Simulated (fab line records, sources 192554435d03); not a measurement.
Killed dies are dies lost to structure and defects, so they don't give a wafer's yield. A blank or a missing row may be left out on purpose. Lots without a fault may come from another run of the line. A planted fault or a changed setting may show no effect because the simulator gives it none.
fab line records | flow n5_finfet
record lots=9 wafers=27 last_day=17
route steps=1938 shown FIN_SAQP@112 BEOL_M4@1111
lots that met no fault: from a run of the same line without faults
start_h: hours from the record's first day to the start of the lot's first wafer shown | wait_h: hours since the lot's step before | " the same as in the row above | L1.1+2: a row that stands for several wafers | - no value, or no start given | * or withheld: withheld | < > ~ a bound
route shown NAME@n: a module of which the file shows steps, and the number in the route of the first | usual: mean/standard deviation of fault-free wafers | same: alike in all rows | chamber/n: place in a boat | sites: the reading at each site | _std_site: their standard deviation | _edge_site: outer sites' mean less inner sites' | radius_mm: how far each site lies from the wafer's centre | mask NAME#n: copy n | behind: the tool/chamber that last shaped the wafer | hold: why the lot was held/for how many hours/how that ended | device: the transistor (n, p or np) that didn't switch | end of line: the same wafers' tests at the end of the route | a step without rows: its recipe alone | killed: dies lost to structure and defects at the first sort, not the wafer's yield | map: a wafer's dies, x killed, . not, _ none there
set.NAME: the setting as run; set.NAME@STEP: as run at that earlier step | model.NAME: the simulator's own value behind a step, which no gauge read
steps of the route over a sample of lots; a table a step, a row a wafer
services: from which hour (start_h, from the record's first day; less than 0 if before it) a tool's chamber was out of use, for how many hours, and why
## steps
# step N5_FIN_SAQP_OVL_MEAS_17
# recipe points_per_wafer=44
# usual FIN_CORE_OVL=0.4/0.86
# columns lot.wafer tool chamber start_h wait_h FIN_CORE_OVL[nm]
L240.2 overlay-01 0 46.38 0.0 1.3
L240.3 " 0 " " 1.5
L240.5 " 0 " " 0.4
L245.1 overlay-01 0 76.68 0.0 0.7
L245.2 " 0 " " -0.6
L245.5 " 0 " " 0.0
L246.2 overlay-02 0 81.44 0.0 0.7
L246.4 " 0 " " 0.4
L246.5 " 0 " " -0.6
L247.1 overlay-02 0 88.58 0.0 1.3
L247.3 " 0 " " 0.7
L247.5 " 0 " " 1.3
L251.3 overlay-01 0 112.89 0.0 0.1
L251.4 " 0 " " -0.9
L251.6 " 0 " " -1.0
L254.2 overlay-01 0 129.42 0.0 1.0
L254.4 " 0 " " 1.0
L254.5 " 0 " " 0.0
L256.2 overlay-02 0 141.78 0.0 1.0
L256.4 " 0 " " 0.2
L256.6 " 0 " " 0.6
L257.1 overlay-01 0 148.58 0.0 1.0
L257.3 " 0 " " 1.4
L257.5 " 0 " " 1.1
L258.2 overlay-02 0 154.10 0.0 0.4
L258.4 " 0 " " -2.5
L258.6 " 0 " " -1.5
# step N5_FIN_SAQP_STRIP_55
# recipe chemistry=N2/H2 power_w=500 temp_c=40 pressure_mtorr=50 rf_frequency_hz=6e+07 overash_fraction=0.3 bias_power_w=28 h2_frac=0.5 n2_flow_sccm=300 h2_flow_sccm=300
# usual bias_power_w=28.02/0.087 chamber_pressure_mTorr=49.99/0.073 drypump_motor_current_A=5.6/0.48 oes_product_au=0.80/0.085 rf_vpp_V=121.9/1.4 showerhead_plenum_p_Torr=3.39/0.14 throttle_valve_pct=19.0/0.44
# columns lot.wafer tool chamber start_h wait_h bias_power_w chamber_pressure_mTorr drypump_motor_current_A oes_product_au rf_hours_counter_h rf_vpp_V showerhead_plenum_p_Torr throttle_valve_pct
L240.2 rie_diel-03 1 46.82 0.1 27.94 50.05 5.2 1.00 4 122.9 3.56 18.1
L240.3 " 3 " " 28.00 49.89 5.6 0.72 158 124.0 3.47 19.2
L240.5 " 1 " " 28.07 50.08 5.2 1.00 - 122.5 3.56 18.1
L245.1 rie_diel-01 3 77.46 0.3 28.04 49.99 5.7 0.75 149 123.3 3.55 19.2
L245.2 " 2 " " 27.91 50.00 5.1 0.69 230 121.7 3.21 19.7
L245.5 " 1 " " 27.99 49.94 5.7 0.73 - 121.7 3.23 19.2
L246.2 rie_diel-01 1 82.18 0.4 27.87 49.97 5.8 0.74 164 120.2 3.23 19.2
L246.4 " 3 " " 28.02 50.02 5.7 0.76 152 124.3 3.55 19.2
L246.5 " 0 " " 27.93 50.06 6.5 0.89 - 122.4 3.43 18.6
L247.1 rie_diel-01 2 89.07 0.1 28.02 50.07 5.1 0.69 234 121.1 3.20 19.7
L247.3 " 1 " " 28.17 50.02 5.8 0.73 166 122.4 3.23 19.2
L247.5 " 1 " " 28.16 49.96 5.8 0.72 - 120.8 3.23 19.2
L251.3 rie_diel-03 3 113.65 0.4 27.85 49.95 5.6 0.70 179 122.0 3.46 19.2
L251.4 " 0 " " 28.02 49.93 6.3 0.73 156 123.9 3.51 19.4
L251.6 " 0 " " 28.04 50.01 6.3 0.74 - 123.0 3.51 19.4
L254.2 rie_diel-04 0 130.12 0.1 28.05 49.91 5.6 0.90 23 122.3 3.58 19.2
L254.4 " 1 " " 27.99 49.94 5.9 0.92 16 122.0 3.29 19.1
L254.5 " 2 " " 27.96 50.08 5.1 0.85 - 125.1 3.52 18.6
L256.2 rie_diel-03 2 142.28 0.1 28.06 49.89 6.0 0.79 132 120.0 3.22 18.4
L256.4 " 0 " " 28.00 49.96 6.3 0.73 167 123.2 3.51 19.4
L256.6 " 3 " " 27.92 50.17 5.6 0.70 - 123.6 3.46 19.3
L257.1 rie_diel-04 2 149.02 0.1 28.07 49.82 5.1 0.83 54 122.7 3.52 18.6
L257.3 " 1 " " 28.11 49.97 5.9 0.90 24 121.4 3.28 19.1
L257.5 " 0 " " 28.00 50.01 5.5 0.90 - 124.3 3.58 19.2
L258.2 rie_diel-04 1 154.54 0.1 28.02 49.95 5.9 0.90 25 121.2 3.28 19.1
L258.4 " 3 " " 27.92 49.99 5.0 0.71 195 120.6 3.24 19.1
L258.6 " 2 " " 28.21 49.91 5.1 0.83 - 121.5 3.52 18.6
# step N5_FIN_SAQP_STRIP_23
# recipe chemistry=SPM time_s=750 temp_c=130 h2so4_h2o2_vol_ratio=4
# usual bath_guard_temp_C=130.0/0.59 bath_heat_duty_pct=14.8/1.5
# columns lot.wafer tool chamber start_h wait_h bath_guard_temp_C bath_heat_duty_pct
L240.2 wet_bench-02 6 46.88 - 130.5 15.6
L240.3 " 0 " " 131.2 15.3
L240.5 " 7 " " 130.1 13.4
L245.1 wet_bench-02 1 77.52 - - -
L245.2 " 5 " " - -
L245.5 " 4 " " - -
L246.2 wet_bench-04 1 82.25 - - -
L246.4 " 7 " " - -
L246.5 " 5 " " - -
L247.1 wet_bench-02 5 89.14 - - -
L247.3 " 0 " " - -
L247.5 " 4 " " - -
L251.3 wet_bench-02 5 113.72 - 130.1 15.1
L251.4 " 1 " " 129.8 12.9
L251.6 " 6 " " 130.3 15.1
L254.2 wet_bench-03 1 130.19 - 128.8 18.0
L254.4 " 3 " " 130.4 14.6
L254.5 " 6 " " 129.8 17.4
L256.2 wet_bench-02 6 142.35 - 130.4 13.7
L256.4 " 2 " " 128.6 14.6
L256.6 " 0 " " 130.6 14.7
L257.1 wet_bench-04 3 149.08 - 130.0 12.6
L257.3 " 0 " " 130.5 14.3
L257.5 " 6 " " 129.9 14.1
L258.2 wet_bench-04 7 154.61 - 130.9 14.3
L258.4 " 0 " " 130.5 14.7
L258.6 " 5 " " 130.2 13.7
# step N5_FIN_SAQP_ETCH_65
# recipe chemistry=CF4 target=SiO2 target_depth_a=40 ion_energy_ev=350 time_s=4.4 pressure_mtorr=10 icp_w=800 bias_w=400 cf4_flow_sccm=80
# usual drypump_motor_current_A=5.8/0.52 he_backside_leak_sccm=2.8/0.34 oes_product_au=0.996/0.029 throttle_valve_pct=21.83/0.25
# columns lot.wafer tool chamber start_h wait_h drypump_motor_current_A he_backside_leak_sccm oes_product_au rf_hours_counter_h throttle_valve_pct
L240.2 rie_si-01 3 48.63 0.1 5.3 2.4 1.052 85 21.84
L240.3 " 2 " " 5.3 2.6 1.022 79 21.53
L240.5 " 2 " " 5.3 2.5 1.015 - 21.53
L245.1 rie_si-05 2 79.34 0.1 4.8 2.7 0.944 72 21.83
L245.2 " 0 " " 5.7 2.8 1.028 67 21.78
L245.5 " 0 " " 5.7 2.9 1.021 - 21.78
L246.2 rie_si-05 0 84.10 0.1 5.8 2.8 1.021 67 21.77
L246.4 " 2 " " 4.8 2.7 0.947 72 21.81
L246.5 " 3 " " 6.4 2.8 0.969 - 22.19
L247.1 rie_si-05 2 91.27 0.1 4.8 2.8 0.954 73 21.81
L247.3 " 3 " " 6.4 2.9 0.971 3 22.17
L247.5 " 0 " " 5.8 3.0 1.022 - 21.77
L251.3 rie_si-01 1 115.44 0.1 6.3 2.6 1.035 66 21.80
L251.4 " 3 " " 5.3 2.4 1.040 87 21.84
L251.6 " 2 " " 5.3 2.6 1.018 - 21.54
L254.2 rie_si-02 3 132.34 0.1 5.8 3.4 1.012 75 21.75
L254.4 " 1 " " 6.2 2.4 0.989 95 22.31
L254.5 " 1 " " 6.2 2.6 0.980 - 22.31
L256.2 rie_si-01 3 144.74 0.1 5.3 2.5 1.052 87 21.86
L256.4 " 2 " " 5.4 2.6 1.031 81 21.54
L256.6 " 2 " " 5.4 2.5 1.019 - 21.51
L257.1 rie_si-02 0 150.79 0.1 6.4 2.8 1.001 85 21.92
L257.3 " 3 " " 5.8 4.5 1.005 75 21.75
L257.5 " 3 " " 5.9 3.2 1.010 - 21.75
L258.2 rie_si-05 3 156.90 0.1 6.5 2.7 0.971 4 22.18
L258.4 " 1 " " 5.5 3.2 0.995 4 21.72
L258.6 " 1 " " 5.5 3.3 0.988 - 21.75
# step N5_BEOL_M4_RC_MEAS_101
# usual DIBL_N=36.7/2.4 DIBL_P=37.4/2.9 IOFF_N=0.18/0.05 IOFF_P=0.23/0.058 ION_N=683/16 ION_P=467/11 SS_N=71.7/0.77 SS_P=73.5/0.87 VT_N=249/4.3 VT_P=-250/4.4
# columns lot.wafer tool chamber start_h wait_h DIBL_N[mV/V] DIBL_P[mV/V] IOFF_N[nA/um] IOFF_P[nA/um] ION_N[uA/um] ION_P[uA/um] SS_N[mV/dec] SS_P[mV/dec] VT_N[mV] VT_P[mV]
L240.2 prober-01 0 190.50 0.2 37.9 36.9 0.17 0.20 657 450 72.0 73.5 251 -251
L240.3 " 0 " " 33.1 32.0 0.11 0.14 679 458 71.3 71.7 252 -257
L240.5 " 0 " " 34.5 32.7 0.12 0.14 660 447 70.7 72.0 257 -256
L245.1 prober-01 0 216.10 0.0 38.4 38.5 0.19 0.28 692 482 72.2 74.2 249 -246
L245.2 " 0 " " 38.5 38.8 0.21 0.29 703 484 72.1 73.7 245 -246
L245.5 " 0 " " 37.4 36.5 0.18 0.26 680 470 72.1 73.5 245 -246
L246.2 prober-01 0 224.37 0.2 41.1 42.0 0.25 0.24 699 458 73.2 74.5 246 -251
L246.4 " 0 " " 33.5 33.5 0.11 0.13 681 466 70.7 72.6 253 -259
L246.5 " 0 " " 36.9 37.0 0.16 0.17 680 450 72.0 73.5 250 -256
L247.1 prober-01 0 227.73 0.0 37.4 38.8 0.19 0.24 682 463 72.1 73.5 248 -250
L247.3 " 0 " " 36.5 35.5 0.15 0.18 667 448 71.5 71.9 251 -253
L247.5 " 0 " " 38.0 38.7 0.19 0.24 697 475 72.1 73.1 245 -249
L251.3 prober-01 0 251.78 0.3 35.1 35.5 0.17 0.21 667 459 71.8 73.4 250 -249
L251.4 " 0 " " 35.5 35.2 0.16 0.20 662 451 71.6 72.3 251 -251
L251.6 " 0 " " 36.0 37.2 0.18 0.22 672 461 72.4 73.4 250 -250
L254.2 prober-01 0 266.93 0.2 33.5 32.2 0.11 0.16 670 464 71.7 72.3 256 -255
L254.4 " 0 " " 38.5 38.8 0.20 0.25 689 472 72.1 74.1 247 -249
L254.5 " 0 " " 38.0 37.9 0.20 0.25 702 474 72.0 74.1 247 -248
L256.2 prober-01 0 285.61 0.2 37.9 40.9 0.19 0.23 669 459 72.2 73.8 248 -251
L256.4 " 0 " " 34.5 35.3 0.13 0.15 664 449 71.4 72.8 251 -256
L256.6 " 0 " " 35.7 38.1 0.16 0.19 666 449 71.5 73.4 247 -254
L257.1 prober-01 0 295.35 0.0 35.4 36.6 0.16 0.17 683 459 71.9 72.5 251 -256
L257.3 " 0 " " 38.2 38.8 0.25 0.22 703 463 72.9 73.6 242 -252
L257.5 " 0 " " 33.6 34.3 0.14 0.14 693 455 71.1 72.7 249 -259
L258.2 prober-02 0 304.06 0.2 37.8 37.7 0.18 0.20 684 457 71.9 74.1 248 -254
L258.4 " 0 " " 34.3 34.0 0.11 0.15 670 468 71.0 72.7 254 -258
L258.6 " 0 " " 33.2 33.0 0.10 0.14 668 462 70.1 72.2 257 -260
## services
# columns tool chamber start_h hours kind
rie_diel-04 3 36.00 5.1 repair
rie_si-02 - 41.58 2.8 pm
rie_si-01 1 42.02 3.6 repair
rie_diel-04 0 48.31 - clean
rie_diel-04 0 48.31 - consumable_replace:focus_ring
rie_diel-04 0 48.31 - consumable_replace:showerhead
rie_diel-04 0 48.31 23.4 scheduled_down
rie_diel-04 0 48.31 23.4 vent_cycle
rie_diel-03 3 53.73 7.9 repair
rie_si-01 0 53.77 3.4 repair
rie_si-05 2 62.70 5.8 repair
wet_bench-04 - 64.24 4.4 pm
rie_diel-04 1 71.81 - clean
rie_diel-04 1 71.81 - consumable_replace:focus_ring
rie_diel-04 1 71.81 14.5 scheduled_down
rie_diel-04 1 71.81 14.5 vent_cycle
rie_diel-01 1 119.12 7.1 repair
rie_diel-01 2 133.21 - clean
rie_diel-01 2 133.21 - consumable_replace:focus_ring
rie_diel-01 2 133.21 - consumable_replace:showerhead
rie_diel-01 2 133.21 16.2 scheduled_down
rie_diel-01 2 133.21 16.2 vent_cycle
## key
first_sign step=N5_FIN_SAQP_STRIP_23 reading=tool_record direction=missing
effect none on later readings
met_at N5_FIN_SAQP_STRIP_23
struck_lots L245,L246,L247
not_acting_at N5_FIN_SAQP_OVL_MEAS_17,N5_FIN_SAQP_STRIP_55,N5_FIN_SAQP_ETCH_65
onset_between 46.88 77.52
fault kind=skipped_step_whole tool=wet_bench-02,wet_bench-04 chamber=- onset_h=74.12 steps=N5_FIN_SAQP_STRIP_23 scope=struck_lots_only
